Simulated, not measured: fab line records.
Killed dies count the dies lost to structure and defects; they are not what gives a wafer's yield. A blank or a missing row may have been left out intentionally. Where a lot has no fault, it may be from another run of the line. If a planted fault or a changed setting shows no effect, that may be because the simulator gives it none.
Matching of chambers	flow n5 finfet	N5_PASSIVATION_PECVD_00 on pecvd-01: 3 sister chambers
The step deposits SiO2 from SiH4/N2O, target thk 200 nm, time 11.2 s. 6 wafers are shown with their chamber, then 7 later ones without.

== WAFERS WITH THEIR CHAMBER ==
wafer	chamber	throttle valve pct (%)	showerhead plenum p Torr (Torr)
L091.6	1	47.0	8.15
L093.2	2	49.6	8.00
L093.3	0	55.2	8.12
L093.5	2	49.1	8.01
L094.1	0	55.3	8.10
L094.5	1	47.0	8.11

== WAFERS MISSING THEIR CHAMBER ==
wafer	throttle valve pct (%)	showerhead plenum p Torr (Torr)
L094.6	49.8	7.99
L092.2	46.9	8.13
L092.3	49.5	7.99
L092.6	47.2	8.15
L097.2	47.4	8.14
L097.3	55.0	8.11
L097.5	47.1	8.11

== WHICH CHAMBER EACH WENT THROUGH ==
wafer	from the rows above	in truth
L094.6	2	2
L092.2	1	1
L092.3	2	2
L092.6	1	1
L097.2	1	1
L097.3	0	0
L097.5	1	1
Correct placement for 7 of the 7. Can't be placed from these rows: 0. Placed wrongly: 0.
How it was worked out, from the rows above alone: a wafer's distance from a chamber is the root of the sum, over the readings, of the square of ((its reading less the chamber's mean) divided by the reading's scatter). The wafer belongs to the nearest chamber; if the next one is less than 2 further off, it can't be placed. For every chamber, the mean is computed from those of its wafers that are shown. How the scatter is found: for the shown wafers, subtract from each reading the mean of its chamber, square and add these, divide the total by (wafers less chambers), then take the root.
